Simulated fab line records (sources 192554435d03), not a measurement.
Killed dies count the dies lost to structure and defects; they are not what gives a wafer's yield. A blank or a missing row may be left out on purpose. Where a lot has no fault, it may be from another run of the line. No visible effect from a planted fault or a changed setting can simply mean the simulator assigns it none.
Lot-split experiment -- flow n5_finfet -- 7 lots, 21 wafers read, on a route of 1938 steps

ON THE SPLIT
At N5_FIN_SAQP_ETCH_52 (etches SOC in N2/H2, target depth 100 nm, overetch 20 nm, time 150 s), the setting source_w was moved away from the recipe's 840 W on 7 of the 21 wafers read, by -12.8% to +7.1%. The other wafers ran this setting at the recipe's value.

The reading comes from the split's own step.

THE READING
rf_vpp_V, in V, at N5_FIN_SAQP_ETCH_52 (etches SOC in N2/H2, target depth 100 nm, overetch 20 nm, time 150 s). On this fab line, fault-free wafers typically give 523.8 V with a standard deviation of 2.2 V.

wafer,"tool, chamber at the split","source_w as run, W",against the recipe,"rf_vpp_V, V",against lot-mates on the recipe
L074.1,"rie_diel-04, 2",900,+7.1%,510.4,-14.9
L074.2,"rie_diel-04, 1",840,recipe,525.3,-
L074.4,"rie_diel-04, 3",900,+7.1%,510.8,-14.5
L081.2,"rie_diel-04, 0",840,recipe,522.5,-
L081.3,"rie_diel-04, 2",840,recipe,525.2,-
L081.5,"rie_diel-04, 2",840,recipe,524.0,-
L088.2,"rie_diel-04, 0",840,recipe,521.2,-
L088.3,"rie_diel-04, 1",840,recipe,526.1,-
L088.6,"rie_diel-04, 0",840,recipe,521.4,-
L089.2,"rie_diel-01, 0",736,-12.4%,551.4,+28.2
L089.3,"rie_diel-01, 2",736,-12.4%,545.9,+22.7
L089.4,"rie_diel-01, 1",840,recipe,523.2,-
L091.2,"rie_diel-01, 2",799.2,-4.9%,529.7,+6.3
L091.4,"rie_diel-01, 3",840,recipe,523.4,-
L091.5,"rie_diel-01, 2",799.2,-4.9%,531.7,+8.3
L094.1,"rie_diel-04, 2",840,recipe,523.8,-
L094.4,"rie_diel-04, 0",732.6,-12.8%,545.7,+20.8
L094.6,"rie_diel-04, 1",840,recipe,526.1,-
L096.1,"rie_diel-04, 2",840,recipe,523.2,-
L096.4,"rie_diel-04, 1",840,recipe,526.1,-
L096.6,"rie_diel-04, 0",840,recipe,522.0,-

THE FIT
A straight line over all 21 wafers: rf_vpp_V changes by -1.86 V for each +1% of source_w; r = -0.98; the points scatter about the line by 2 V.
The same after taking each lot's own level away (the mean of its wafers on the recipe; 21 wafers): -1.92 V for each +1%; r = -0.98; scatter 2 V.
On that fit, the largest move of source_w shifts the reading by 24 V.
The lots' own levels span 522.90 to 525.30 V, that is 1.1 times the standard deviation above.
So the lot-to-lot level changes the slope little: the two slopes agree.
Check: +25.5 V against its lot-mates is what the line predicts for one of the wafers moved furthest among these (-12.8%) when that wafer is left out of the fit. It came out at +20.8 V against them.
Tool readings at the split's step, against how far the setting was moved: rf_vpp_V r = -0.98.

OTHER SPLITS ON THESE WAFERS
Note: prior to the reading, these wafers also went through further splits. Each is held against what the fit with the lots' levels taken away leaves over:
other split on the same wafers,wafers away from the commonest value,r with rf_vpp_V (lot level and that fit taken away)
N5_FIN_SAQP_PEB_14 peb_time_s,5,-0.02

FILE'S OWN FIT
rf_vpp_V changes by -1.84 V for each +1% of source_w, r = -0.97.
